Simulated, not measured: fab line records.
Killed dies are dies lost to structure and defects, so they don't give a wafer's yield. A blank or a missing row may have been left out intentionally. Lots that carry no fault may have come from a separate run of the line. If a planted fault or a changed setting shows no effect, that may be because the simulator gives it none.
fab line records	flow nand-harc
record: lots: 24	wafers: 72	last-day: 33
route steps=1302 shown A_CONTACT@1009
lots untouched by any fault: they come from a run of this same line in which no faults occurred
start-h: the number of hours between the record's first day and the start of the first shown wafer of the lot	wait-h: hours since the lot's step before	" same as the row above	L1.1+2: one row covering several wafers at once	- no value present, or no start provided	* or withheld: withheld	< > ~ a bound
route shown NAME@n: NAME is a module with steps in the file, n the number in the route of the first one	usual: mean/standard deviation of fault-free wafers	same: alike in all rows	chamber/n: place in a boat	sites: the reading at each site	_std_site: standard deviation of those values	_edge_site: mean of outer sites minus mean of inner sites	radius-mm: for every site, how far away it sits from the centre of the wafer	mask NAME#n: copy n	behind: the tool/chamber that last shaped the wafer	hold: what put the lot on hold/how long, in hours/how the hold closed	device: which transistor (n, p or np) failed to switch	end of line: tests of these same wafers at the route's end	step lacking rows: just its recipe	killed: dies that structure and defects cost at the first sort, which is not the same as the wafer's yield	map: a wafer's dies, x killed, . not, _ none there
set.NAME: setting as actually run; set.NAME@STEP: the setting as run at that earlier step	model.NAME: the simulator's own value behind a step, which no gauge read
steps of the route over a sample of lots; a table a step, a row a wafer
services: a tool's chamber out of use, with start hour (start-h, from the record's first day; less than 0 if before it), hours out, and reason
== steps ==
step: NHARC_A_CONTACT_ETCH_115
recipe: source-w: withheld	pressure-mtorr: 20	bias-v: 3000	time-s: 190	target-depth-a: 18500	ar-flow-sccm: withheld	c4f8-flow-sccm: withheld	o2-flow-sccm: withheld	chemistry: C4F8/O2/Ar
lot.wafer	tool	chamber	start-h	wait-h	rf-hours-counter-h
L075.1	har-cap-etch-02	0	504.63	0.1	83
L075.4	"	1	"	"	-
L075.5	"	0	"	"	-
L074.2	har-cap-etch-03	0	504.98	0.1	41
L074.6	"	1	"	"	-
L074.5	"	0	"	"	-
L076.1	har-cap-etch-03	1	519.51	0.1	44
L076.3	"	0	"	"	-
L076.5	"	0	"	"	-
L078.4	har-cap-etch-02	1	519.89	0.1	-
L078.5	"	1	"	"	-
L078.6	"	0	"	"	-
L077.1	har-cap-etch-03	0	535.14	0.1	48
L077.3	"	0	"	"	-
L077.6	"	1	"	"	-
L079.1	har-cap-etch-01	0	555.60	0.2	7
L079.3	"	0	"	"	-
L079.5	"	0	"	"	-
L081.2	har-cap-etch-01	1	575.37	0.1	9
L081.3	"	0	"	"	-
L081.5	"	0	"	"	-
L080.3	har-cap-etch-03	0	580.22	0.1	-
L080.4	"	1	"	"	-
L080.5	"	0	"	"	-
L083.2	har-cap-etch-02	0	582.25	0.1	97
L083.3	"	1	"	"	-
L083.5	"	1	"	"	-
L082.2	har-cap-etch-01	0	584.92	0.2	11
L082.5	"	1	"	"	-
L082.6	"	0	"	"	-
L084.4	har-cap-etch-01	0	597.48	0.1	-
L084.6	"	1	"	"	-
L084.5	"	0	"	"	-
L085.2	har-cap-etch-03	0	607.88	0.1	61
L085.3	"	1	"	"	-
L085.5	"	1	"	"	-
L086.1	har-cap-etch-02	0	608.22	0.1	104
L086.2	"	1	"	"	104
L086.6	"	0	"	"	-
L087.2	har-cap-etch-03	0	618.56	0.1	63
L087.1	"	1	"	"	63
L087.3	"	1	"	"	-
L089.2	har-cap-etch-03	1	634.39	0.1	67
L089.4	"	1	"	"	-
L089.5	"	0	"	"	-
L091.1	har-cap-etch-01	1	640.90	0.1	24
L091.3	"	0	"	"	-
L091.5	"	1	"	"	-
L090.1	har-cap-etch-02	1	642.16	0.1	111
L090.6	"	1	"	"	-
L090.5	"	0	"	"	-
L088.2	har-cap-etch-03	1	646.58	0.2	70
L088.1	"	0	"	"	70
L088.3	"	0	"	"	-
L092.2	har-cap-etch-02	1	665.63	0.1	116
L092.1	"	0	"	"	116
L092.5	"	0	"	"	-
L093.1	har-cap-etch-03	0	674.90	0.1	75
L093.3	"	0	"	"	-
L093.4	"	1	"	"	-
L095.3	har-cap-etch-02	0	691.97	0.1	-
L095.4	"	1	"	"	-
L095.5	"	1	"	"	-
L094.2	har-cap-etch-01	1	692.15	0.1	35
L094.4	"	1	"	"	-
L094.6	"	0	"	"	-
L096.1	har-cap-etch-01	0	704.06	0.1	37
L096.4	"	1	"	"	-
L096.5	"	0	"	"	-
L097.2	har-cap-etch-03	0	721.07	0.1	83
L097.1	"	1	"	"	83
L097.3	"	0	"	"	-
step: NHARC_A_CONTACT_ETCH_116
recipe: source-w: withheld	pressure-mtorr: 20	bias-v: 3000	time-s: 190	target-depth-a: 18500	ar-flow-sccm: withheld	c4f8-flow-sccm: withheld	o2-flow-sccm: withheld	chemistry: C4F8/O2/Ar
lot.wafer	tool	chamber	start-h	wait-h	rf-hours-counter-h
L075.1	har-cap-etch-02	0	504.80	0.1	83
L075.4	"	1	"	"	-
L075.5	"	0	"	"	-
L074.2	har-cap-etch-03	0	505.15	0.1	41
L074.6	"	1	"	"	-
L074.5	"	0	"	"	-
L076.1	har-cap-etch-03	1	519.68	0.1	45
L076.3	"	0	"	"	-
L076.5	"	0	"	"	-
L078.4	har-cap-etch-02	1	520.07	0.1	-
L078.5	"	1	"	"	-
L078.6	"	0	"	"	-
L077.1	har-cap-etch-03	0	535.31	0.1	48
L077.3	"	0	"	"	-
L077.6	"	1	"	"	-
L079.1	har-cap-etch-01	0	555.82	0.2	7
L079.3	"	0	"	"	-
L079.5	"	0	"	"	-
L081.2	har-cap-etch-01	1	575.54	0.1	9
L081.3	"	0	"	"	-
L081.5	"	0	"	"	-
L080.3	har-cap-etch-03	0	580.39	0.1	-
L080.4	"	1	"	"	-
L080.5	"	0	"	"	-
L083.2	har-cap-etch-02	0	582.42	0.1	97
L083.3	"	1	"	"	-
L083.5	"	1	"	"	-
L082.2	har-cap-etch-01	0	585.15	0.2	12
L082.5	"	1	"	"	-
L082.6	"	0	"	"	-
L084.4	har-cap-etch-01	0	597.65	0.1	-
L084.6	"	1	"	"	-
L084.5	"	0	"	"	-
L085.2	har-cap-etch-03	0	608.05	0.1	61
L085.3	"	1	"	"	-
L085.5	"	1	"	"	-
L086.1	har-cap-etch-02	0	608.40	0.1	104
L086.2	"	1	"	"	104
L086.6	"	0	"	"	-
L087.2	har-cap-etch-03	0	618.73	0.1	63
L087.1	"	1	"	"	63
L087.3	"	1	"	"	-
L089.2	har-cap-etch-03	1	634.56	0.1	67
L089.4	"	1	"	"	-
L089.5	"	0	"	"	-
L091.1	har-cap-etch-01	1	641.08	0.1	25
L091.3	"	0	"	"	-
L091.5	"	1	"	"	-
L090.1	har-cap-etch-02	1	642.33	0.1	111
L090.6	"	1	"	"	-
L090.5	"	0	"	"	-
L088.2	har-cap-etch-03	1	646.81	0.2	70
L088.1	"	0	"	"	70
L088.3	"	0	"	"	-
L092.2	har-cap-etch-02	1	665.80	0.1	116
L092.1	"	0	"	"	116
L092.5	"	0	"	"	-
L093.1	har-cap-etch-03	0	675.07	0.1	75
L093.3	"	0	"	"	-
L093.4	"	1	"	"	-
L095.3	har-cap-etch-02	0	692.14	0.1	-
L095.4	"	1	"	"	-
L095.5	"	1	"	"	-
L094.2	har-cap-etch-01	1	692.32	0.1	35
L094.4	"	1	"	"	-
L094.6	"	0	"	"	-
L096.1	har-cap-etch-01	0	704.24	0.1	38
L096.4	"	1	"	"	-
L096.5	"	0	"	"	-
L097.2	har-cap-etch-03	0	721.24	0.1	83
L097.1	"	1	"	"	83
L097.3	"	0	"	"	-
step: NHARC_A_CONTACT_DEP_57
recipe: target-thk-a: 53000	temp-c: 400	material: aC
usual: throttle-valve-pct: 35.001/0.0097
lot.wafer	tool	chamber	start-h	wait-h	throttle-valve-pct
L075.1	acl-dep-02	0	508.13	-	35.008
L075.4	"	0	509.76	-	34.992
L075.5	"	0	"	"	34.997
L074.2	acl-dep-03	0	509.01	-	34.999
L074.5	"	0	510.61	-	35.015
L074.6	"	0	"	"	35.015
L076.1	acl-dep-01	0	523.10	-	35.004
L076.3	"	0	524.19	-	34.999
L076.5	"	0	525.27	-	34.996
L078.4	acl-dep-03	0	525.07	-	34.998
L078.5	"	0	"	"	35.007
L078.6	"	0	"	"	35.010
L077.1	acl-dep-03	0	540.67	-	34.999
L077.3	"	0	541.75	-	35.008
L077.6	"	0	543.37	-	34.977
L079.1	acl-dep-03	0	559.40	-	35.012
L079.3	"	0	560.45	-	35.011
L079.5	"	0	561.51	-	35.017
L081.2	acl-dep-02	0	581.51	-	35.002
L081.3	"	0	"	"	34.985
L081.5	"	0	583.10	-	34.980
L080.3	acl-dep-03	0	585.41	-	34.987
L080.4	"	0	"	"	35.023
L080.5	"	0	"	"	35.006
L083.2	acl-dep-01	0	586.25	-	34.988
L083.3	"	0	"	"	34.983
L083.5	"	0	587.84	-	34.999
L082.2	acl-dep-02	0	590.11	-	34.996
L082.5	"	0	591.76	-	35.003
L082.6	"	0	"	"	34.999
L084.4	acl-dep-02	0	606.17	-	35.012
L084.5	"	0	"	"	34.993
L084.6	"	0	"	"	35.013
L085.2	acl-dep-01	0	611.97	-	34.999
L085.3	"	0	"	"	35.016
L085.5	"	0	613.56	-	34.993
L086.1	acl-dep-03	0	614.59	-	34.979
L086.2	"	0	"	"	35.005
L086.6	"	0	617.23	-	34.997
L087.1	acl-dep-02	0	623.07	-	35.004
L087.2	"	0	"	"	34.996
L087.3	"	0	"	"	34.984
L089.2	acl-dep-03	0	639.77	-	35.016
L089.4	"	0	640.85	-	35.008
L089.5	"	0	"	"	35.000
L091.1	acl-dep-01	0	644.40	-	34.998
L091.3	"	0	645.49	-	34.993
L091.5	"	0	646.57	-	34.999
L090.1	acl-dep-02	0	649.67	-	35.002
L090.5	"	0	651.78	-	34.997
L090.6	"	0	"	"	35.003
L088.1	acl-dep-02	0	652.84	-	34.990
L088.2	"	0	"	"	35.010
L088.3	"	0	"	"	34.979
L092.1	acl-dep-01	0	671.44	-	35.007
L092.2	"	0	"	"	34.993
L092.5	"	0	673.63	-	34.989
L093.1	acl-dep-03	0	678.41	-	34.998
L093.3	"	0	679.48	-	35.004
L093.4	"	0	"	"	34.996
L094.2	acl-dep-02	0	696.32	-	34.995
L094.4	"	0	697.39	-	35.000
L094.6	"	0	698.46	-	35.006
L095.3	acl-dep-01	0	696.74	-	34.997
L095.4	"	0	"	"	34.998
L095.5	"	0	"	"	35.008
L096.1	acl-dep-03	0	707.65	-	35.004
L096.4	"	0	709.25	-	35.009
L096.5	"	0	"	"	34.998
L097.1	acl-dep-02	0	724.72	-	34.992
L097.2	"	0	"	"	35.006
L097.3	"	0	"	"	34.993
step: NHARC_A_CONTACT_DESCUM_74
recipe: time-s: 3	o2-flow-sccm: 200	ar-flow-sccm: 0	bias-power-w: 0	chemistry: O2
usual: drypump-motor-current-A: 5.6/0.42	oes-product-au: 1.000/0.012	rf-vpp-V: 57.8/0.95	showerhead-plenum-p-Torr: 1.89/0.096	throttle-valve-pct: 11.311/0.0087
lot.wafer	tool	chamber	start-h	wait-h	drypump-motor-current-A	oes-product-au	rf-hours-counter-h	rf-vpp-V	showerhead-plenum-p-Torr	throttle-valve-pct
L075.1	rie-diel-11	3	512.34	0.1	5.0	1.031	8	57.9	2.00	11.314
L075.4	"	0	"	"	5.4	1.017	7	58.5	2.03	11.301
L075.5	"	2	"	"	5.8	0.997	-	56.4	1.81	11.322
L074.2	rie-diel-05	1	512.62	0.1	5.8	1.011	36	57.1	2.03	11.334
L074.6	"	0	"	"	5.0	1.012	-	58.2	1.93	11.303
L074.5	"	1	"	"	5.8	1.000	-	57.8	2.03	11.313
L076.1	rie-diel-11	0	527.25	0.1	5.4	1.000	10	59.4	2.03	11.300
L076.3	"	2	"	"	5.8	0.996	11	56.9	1.81	11.294
L076.5	"	3	"	"	5.1	1.018	-	57.5	1.99	11.314
L078.4	rie-diel-01	2	527.59	0.1	6.4	0.988	42	58.2	1.80	11.317
L078.5	"	2	"	"	6.4	0.981	-	57.9	1.80	11.305
L078.6	"	3	"	"	5.8	0.992	-	59.0	1.92	11.322
L077.3	rie-diel-11	0	544.86	0.1	5.4	1.007	12	59.3	2.03	11.302
L077.1	"	1	"	"	6.1	1.007	13	57.3	1.78	11.312
L077.6	"	2	"	"	5.8	0.984	-	57.5	1.80	11.327
L079.1	rie-diel-11	1	563.50	0.1	6.1	1.003	16	58.0	1.78	11.325
L079.3	"	0	"	"	5.4	1.012	15	57.0	2.03	11.302
L079.5	"	2	"	"	5.8	0.999	-	58.4	1.80	11.327
L081.2	rie-diel-11	1	585.10	0.1	6.0	0.996	20	57.4	1.78	11.296
L081.3	"	2	"	"	5.8	1.009	21	56.9	1.80	11.297
L081.5	"	0	"	"	5.4	1.017	-	58.3	2.02	11.312
L080.3	rie-diel-01	1	588.47	0.1	5.2	0.986	9	57.4	1.85	11.321
L080.4	"	3	"	"	5.8	1.014	7	58.4	1.92	11.300
L080.5	"	1	"	"	5.3	0.992	-	57.5	1.85	11.305
L083.2	rie-diel-01	2	589.85	0.1	6.4	0.984	8	57.6	1.79	11.314
L083.3	"	3	"	"	5.8	1.006	8	57.6	1.92	11.315
L083.5	"	0	"	"	5.9	1.006	-	58.3	1.79	11.315
L082.2	rie-diel-01	2	593.92	0.1	6.4	0.993	9	56.9	1.79	11.301
L082.5	"	3	"	"	5.8	1.018	-	56.9	1.92	11.295
L082.6	"	0	"	"	6.0	1.003	-	55.8	1.79	11.313
L084.4	rie-diel-01	2	608.74	0.1	6.4	0.998	15	56.4	1.79	11.314
L084.5	"	3	"	"	5.8	1.015	-	57.9	1.92	11.312
L084.6	"	0	"	"	5.9	1.013	-	57.9	1.79	11.307
L085.2	rie-diel-01	1	615.57	0.1	5.2	0.981	16	56.1	1.85	11.308
L085.3	"	3	"	"	5.8	1.013	17	58.4	1.92	11.321
L085.5	"	0	"	"	5.9	1.013	-	57.2	1.79	11.319
L086.1	rie-diel-05	1	618.58	0.1	5.8	0.993	7	56.4	2.01	11.297
L086.2	"	3	"	"	5.2	0.997	7	58.0	2.03	11.316
L086.6	"	1	"	"	5.8	0.997	-	57.9	2.01	11.316
L087.2	rie-diel-01	1	627.24	0.1	5.3	0.980	20	57.4	1.85	11.316
L087.1	"	2	"	"	6.4	0.980	22	57.9	1.79	11.312
L087.3	"	0	"	"	6.0	1.008	20	58.7	1.79	11.315
L089.2	rie-diel-11	3	643.39	0.1	5.0	0.997	4	57.5	1.99	11.300
L089.4	"	1	"	"	6.1	0.995	5	56.3	1.78	11.302
L089.5	"	3	"	"	5.1	0.999	-	59.9	1.99	11.310
L091.1	rie-diel-05	2	648.58	0.1	5.9	1.021	20	59.2	1.93	11.319
L091.3	"	1	"	"	5.8	1.009	18	60.5	2.01	11.320
L091.5	"	2	"	"	5.9	1.022	-	56.8	1.93	11.314
L090.1	rie-diel-11	3	653.78	0.1	5.1	0.990	6	58.1	1.99	11.316
L090.5	"	2	"	"	5.8	0.989	-	57.5	1.80	11.315
L090.6	"	3	"	"	5.0	0.990	-	58.6	1.99	11.307
L088.1	rie-diel-05	0	656.91	0.1	5.0	0.997	22	57.7	1.92	11.303
L088.3	"	1	"	"	5.8	0.998	20	59.0	2.01	11.321
L088.2	"	3	"	"	5.2	0.997	24	57.8	2.03	11.304
L092.2	rie-diel-05	2	675.64	0.1	5.9	1.009	27	58.5	1.92	11.310
L092.1	"	1	"	"	5.8	1.006	25	57.8	2.01	11.319
L092.5	"	2	"	"	5.9	1.012	-	57.5	1.92	11.329
L093.1	rie-diel-11	1	682.56	0.1	6.1	1.001	10	55.7	1.78	11.327
L093.4	"	2	"	"	5.8	0.983	12	57.0	1.80	11.306
L093.3	"	0	"	"	5.4	0.981	10	58.8	2.02	11.304
L095.3	rie-diel-11	2	699.79	0.1	5.8	1.013	15	58.4	1.80	11.304
L095.4	"	1	"	"	6.0	1.004	13	57.9	1.78	11.320
L095.5	"	2	"	"	5.9	1.018	-	57.8	1.80	11.305
L094.4	rie-diel-01	0	699.94	0.1	6.0	0.986	46	57.9	1.78	11.322
L094.2	"	2	"	"	6.4	0.981	50	56.7	1.78	11.307
L094.6	"	0	"	"	6.0	0.987	-	56.1	1.78	11.308
L096.4	rie-diel-11	2	711.69	0.1	5.8	1.005	18	58.5	1.79	11.312
L096.1	"	0	"	"	5.4	0.994	15	58.4	2.02	11.307
L096.5	"	3	"	"	5.1	0.990	-	58.4	1.98	11.309
L097.3	rie-diel-11	3	728.89	0.1	5.1	0.992	20	59.7	1.98	11.304
L097.2	"	1	"	"	6.1	1.004	17	56.6	1.77	11.323
L097.1	"	2	"	"	5.8	1.005	20	59.4	1.79	11.311
step: NHARC_A_CONTACT_ETCH_127
recipe: source-w: withheld	pressure-mtorr: 20	bias-v: 3000	time-s: 197	target-depth-a: 19180	ar-flow-sccm: withheld	c4f8-flow-sccm: withheld	o2-flow-sccm: withheld	chemistry: C4F8/O2/Ar
lot.wafer	tool	chamber	start-h	wait-h	rf-hours-counter-h
L075.1	har-cap-etch-02	0	514.45	0.1	87
L075.4	"	1	"	"	-
L075.5	"	1	"	"	-
L074.2	har-cap-etch-01	1	514.98	0.1	0
L074.5	"	1	"	"	-
L074.6	"	0	"	"	-
L076.1	har-cap-etch-02	1	529.36	0.1	91
L076.3	"	1	"	"	-
L076.5	"	1	"	"	-
L078.4	har-cap-etch-01	1	529.80	0.1	-
L078.6	"	1	"	"	-
L078.5	"	0	"	"	-
L077.1	har-cap-etch-03	0	546.95	0.1	50
L077.3	"	0	"	"	-
L077.6	"	0	"	"	-
L079.1	har-cap-etch-03	1	565.95	0.1	52
L079.3	"	1	"	"	-
L079.5	"	1	"	"	-
L081.2	har-cap-etch-03	0	587.35	0.1	56
L081.3	"	0	"	"	-
L081.5	"	1	"	"	-
L080.3	har-cap-etch-02	1	590.63	0.1	-
L080.4	"	0	"	"	-
L080.5	"	0	"	"	-
L083.2	har-cap-etch-01	1	591.93	0.1	14
L083.3	"	0	"	"	-
L083.5	"	0	"	"	-
L082.2	har-cap-etch-02	0	596.05	0.1	101
L082.5	"	0	"	"	-
L082.6	"	1	"	"	-
L084.4	har-cap-etch-01	0	610.88	0.1	-
L084.6	"	0	"	"	-
L084.5	"	1	"	"	-
L085.2	har-cap-etch-02	0	619.05	0.1	106
L085.3	"	1	"	"	-
L085.5	"	1	"	"	-
L086.2	har-cap-etch-01	0	620.85	0.2	21
L086.1	"	1	"	"	21
L086.6	"	1	"	"	-
L087.1	har-cap-etch-01	0	629.38	0.1	22
L087.2	"	1	"	"	22
L087.3	"	0	"	"	-
L089.2	har-cap-etch-01	1	645.49	0.1	27
L089.4	"	0	"	"	-
L089.5	"	1	"	"	-
L091.1	har-cap-etch-02	1	650.72	0.1	113
L091.3	"	1	"	"	-
L091.5	"	0	"	"	-
L090.1	har-cap-etch-01	1	655.90	0.1	28
L090.6	"	0	"	"	-
L090.5	"	1	"	"	-
L088.2	har-cap-etch-01	0	659.01	0.1	30
L088.1	"	1	"	"	30
L088.3	"	1	"	"	-
L092.2	har-cap-etch-02	1	677.74	0.1	118
L092.1	"	0	"	"	118
L092.5	"	1	"	"	-
L093.1	har-cap-etch-01	0	684.70	0.1	33
L093.3	"	1	"	"	-
L093.4	"	0	"	"	-
L095.3	har-cap-etch-03	0	701.94	0.1	-
L095.4	"	1	"	"	-
L095.5	"	0	"	"	-
L094.2	har-cap-etch-02	1	702.04	0.1	122
L094.4	"	0	"	"	-
L094.6	"	1	"	"	-
L096.1	har-cap-etch-01	1	713.82	0.1	40
L096.4	"	0	"	"	-
L096.5	"	0	"	"	-
L097.2	har-cap-etch-01	1	730.99	0.1	41
L097.1	"	0	"	"	41
L097.3	"	1	"	"	-
step: NHARC_A_CONTACT_ETCH_131
recipe: source-w: withheld	pressure-mtorr: 20	bias-v: 3000	time-s: 197	target-depth-a: 19180	ar-flow-sccm: withheld	c4f8-flow-sccm: withheld	o2-flow-sccm: withheld	chemistry: C4F8/O2/Ar
lot.wafer	tool	chamber	start-h	wait-h	rf-hours-counter-h
L075.1	har-cap-etch-02	0	515.16	0.1	87
L075.4	"	1	"	"	-
L075.5	"	1	"	"	-
L074.2	har-cap-etch-01	1	515.69	0.1	1
L074.5	"	1	"	"	-
L074.6	"	0	"	"	-
L076.1	har-cap-etch-02	1	530.07	0.2	91
L076.3	"	1	"	"	-
L076.5	"	1	"	"	-
L078.4	har-cap-etch-01	1	530.51	0.1	-
L078.6	"	1	"	"	-
L078.5	"	0	"	"	-
L077.1	har-cap-etch-03	0	547.66	0.1	51
L077.3	"	0	"	"	-
L077.6	"	0	"	"	-
L079.1	har-cap-etch-03	1	566.66	0.1	53
L079.3	"	1	"	"	-
L079.5	"	1	"	"	-
L081.2	har-cap-etch-03	0	588.05	0.1	57
L081.3	"	0	"	"	-
L081.5	"	1	"	"	-
L080.3	har-cap-etch-02	1	591.34	0.1	-
L080.4	"	0	"	"	-
L080.5	"	0	"	"	-
L083.2	har-cap-etch-01	1	592.63	0.1	14
L083.3	"	0	"	"	-
L083.5	"	0	"	"	-
L082.2	har-cap-etch-02	0	596.75	0.1	101
L082.5	"	0	"	"	-
L082.6	"	1	"	"	-
L084.4	har-cap-etch-01	0	611.59	0.1	-
L084.6	"	0	"	"	-
L084.5	"	1	"	"	-
L085.2	har-cap-etch-02	0	619.75	0.1	107
L085.3	"	1	"	"	-
L085.5	"	1	"	"	-
L086.2	har-cap-etch-01	0	621.79	0.2	21
L086.1	"	1	"	"	21
L086.6	"	1	"	"	-
L087.1	har-cap-etch-01	0	630.08	0.1	23
L087.2	"	1	"	"	23
L087.3	"	0	"	"	-
L089.2	har-cap-etch-01	1	646.19	0.1	27
L089.4	"	0	"	"	-
L089.5	"	1	"	"	-
L091.1	har-cap-etch-02	1	651.43	0.1	113
L091.3	"	1	"	"	-
L091.5	"	0	"	"	-
L090.1	har-cap-etch-01	1	656.61	0.1	29
L090.6	"	0	"	"	-
L090.5	"	1	"	"	-
L088.2	har-cap-etch-01	0	659.73	0.1	31
L088.1	"	1	"	"	31
L088.3	"	1	"	"	-
L092.2	har-cap-etch-02	1	678.45	0.1	119
L092.1	"	0	"	"	119
L092.5	"	1	"	"	-
L093.1	har-cap-etch-01	0	685.40	0.1	34
L093.3	"	1	"	"	-
L093.4	"	0	"	"	-
L095.3	har-cap-etch-03	0	702.65	0.1	-
L095.4	"	1	"	"	-
L095.5	"	0	"	"	-
L094.2	har-cap-etch-02	1	702.74	0.1	123
L094.4	"	0	"	"	-
L094.6	"	1	"	"	-
L096.1	har-cap-etch-01	1	714.53	0.1	40
L096.4	"	0	"	"	-
L096.5	"	0	"	"	-
L097.2	har-cap-etch-01	1	731.70	0.1	42
L097.1	"	0	"	"	42
L097.3	"	1	"	"	-
== services ==
tool	chamber	start-h	hours	kind
rie-diel-11	0	490.69	-	clean
rie-diel-11	1	490.69	-	clean
rie-diel-11	2	490.69	-	clean
rie-diel-05	3	491.62	1.4	repair
har-cap-etch-01	-	497.00	17.0	pm
har-cap-etch-01	0	497.00	17.0	vent-cycle
har-cap-etch-01	1	497.00	17.0	vent-cycle
har-cap-etch-01	0	514.00	-	clean
har-cap-etch-01	1	514.00	-	clean
rie-diel-11	-	547.39	0.5	repair
rie-diel-11	3	550.39	8.1	repair
acl-dep-01	-	554.46	13.0	pm
rie-diel-01	-	558.24	9.0	pm
rie-diel-05	-	583.85	9.0	pm
rie-diel-11	-	609.69	9.0	pm
acl-dep-02	-	610.07	13.0	pm
rie-diel-11	-	619.94	0.7	repair
acl-dep-03	-	662.29	13.0	pm
rie-diel-05	2	682.78	3.6	repair
rie-diel-01	3	688.07	2.9	repair
rie-diel-01	2	690.59	2.4	repair
rie-diel-11	-	708.43	0.9	repair
rie-diel-01	-	716.62	0.8	repair
rie-diel-01	1	728.06	8.6	repair
== key ==
fault none
